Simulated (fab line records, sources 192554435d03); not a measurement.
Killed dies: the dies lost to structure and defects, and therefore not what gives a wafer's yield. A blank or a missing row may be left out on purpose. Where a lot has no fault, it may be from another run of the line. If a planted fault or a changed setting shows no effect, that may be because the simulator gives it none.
Split-lot trial -- flow n5 finfet -- on a route of 1938 steps: 7 lots, 21 wafers read

== ON THE SPLIT ==
At N5_BEOL_M12_SPUTTER_43 (material TaN, target thk 15 nm, time 24.19 s), the setting power w was moved away from the recipe's 15000 W on 12 of the 21 wafers read, by -15.7% to -7.1%. For the rest of the wafers, this setting stayed at what the recipe calls for.

The reading comes from the split's own step.

== THE READING ==
TaN_of_BEOL_M12_SPUTTER_43.thk nm (the simulator's own value, which no gauge read), in nm, at N5_BEOL_M12_SPUTTER_43 (material TaN, target thk 15 nm, time 24.19 s). The file gives no usual value for it. Average 15.1 nm, standard deviation 0.13 nm, over the 9 wafers here run with the recipe.

wafer,"tool, chamber at the split","power w as run, W",against the recipe,"TaN_of_BEOL_M12_SPUTTER_43.thk nm, nm",against lot-mates on the recipe
L074.1,"pvd sputter-03, -",15000,recipe,15.2,-
L074.2,"pvd sputter-03, -",13440,-10.4%,13.6,-1.6
L074.4,"pvd sputter-03, -",13440,-10.4%,13.4,-1.8
L076.1,"pvd sputter-02, -",15000,recipe,15,-
L076.3,"pvd sputter-02, -",13460,-10.3%,13.4,-1.6
L076.4,"pvd sputter-02, -",13460,-10.3%,13.4,-1.6
L078.2,"pvd sputter-03, -",12700,-15.3%,12.4,-2.6
L078.3,"pvd sputter-03, -",15000,recipe,15,-
L078.4,"pvd sputter-03, -",12700,-15.3%,12.6,-2.4
L082.3,"pvd sputter-03, -",15000,recipe,14.8,-
L082.5,"pvd sputter-03, -",13930,-7.1%,13.8,-1.0
L082.6,"pvd sputter-03, -",13930,-7.1%,14,-0.8
L090.1,"pvd sputter-02, -",15000,recipe,15,-
L090.4,"pvd sputter-02, -",15000,recipe,15.2,-
L090.6,"pvd sputter-02, -",15000,recipe,15.2,-
L089.1,"pvd sputter-02, -",12640,-15.7%,12.6,-2.6
L089.2,"pvd sputter-02, -",12640,-15.7%,12.8,-2.4
L089.5,"pvd sputter-02, -",15000,recipe,15.2,-
L094.2,"pvd sputter-01, -",12870,-14.2%,12.6,-2.4
L094.4,"pvd sputter-01, -",12870,-14.2%,12.8,-2.2
L094.5,"pvd sputter-01, -",15000,recipe,15,-

FIT RESULTS
A straight line over all 21 wafers: TaN_of_BEOL_M12_SPUTTER_43.thk nm changes by +0.16 nm for each +1% of power w; r = +0.99; the points scatter about the line by 0.14 nm.
The same after taking each lot's own level away (the mean of its wafers on the recipe; 21 wafers): +0.161 nm for each +1%; r = +0.99; scatter 0.11 nm.
On that fit, the largest move of power w shifts the reading by 2.5 nm.
The lots' own levels span 14.80 to 15.20 nm, that is 3.0 times the standard deviation above.
Hence the lot-to-lot level has little effect on the slope; both slopes agree.
Check: -2.49 nm against its lot-mates is what the line predicts for one of the wafers moved furthest among these (-15.7%) when that wafer is left out of the fit. Against them it came out at -2.6 nm.

== THE OTHER SPLITS THESE WAFERS WENT THROUGH ==
Before the reading, these wafers also passed through other splits. Each is held against what the fit with the lots' levels taken away leaves over:
other split on the same wafers,wafers away from the commonest value,r with TaN_of_BEOL_M12_SPUTTER_43.thk nm (lot level and that fit taken away)
N5_BEOL_M12_COAT_22 spin rpm,8,+0.17

== THE FILE'S OWN FIT ==
TaN_of_BEOL_M12_SPUTTER_43.thk nm changes by +0.159 nm for each +1% of power w, r = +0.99.
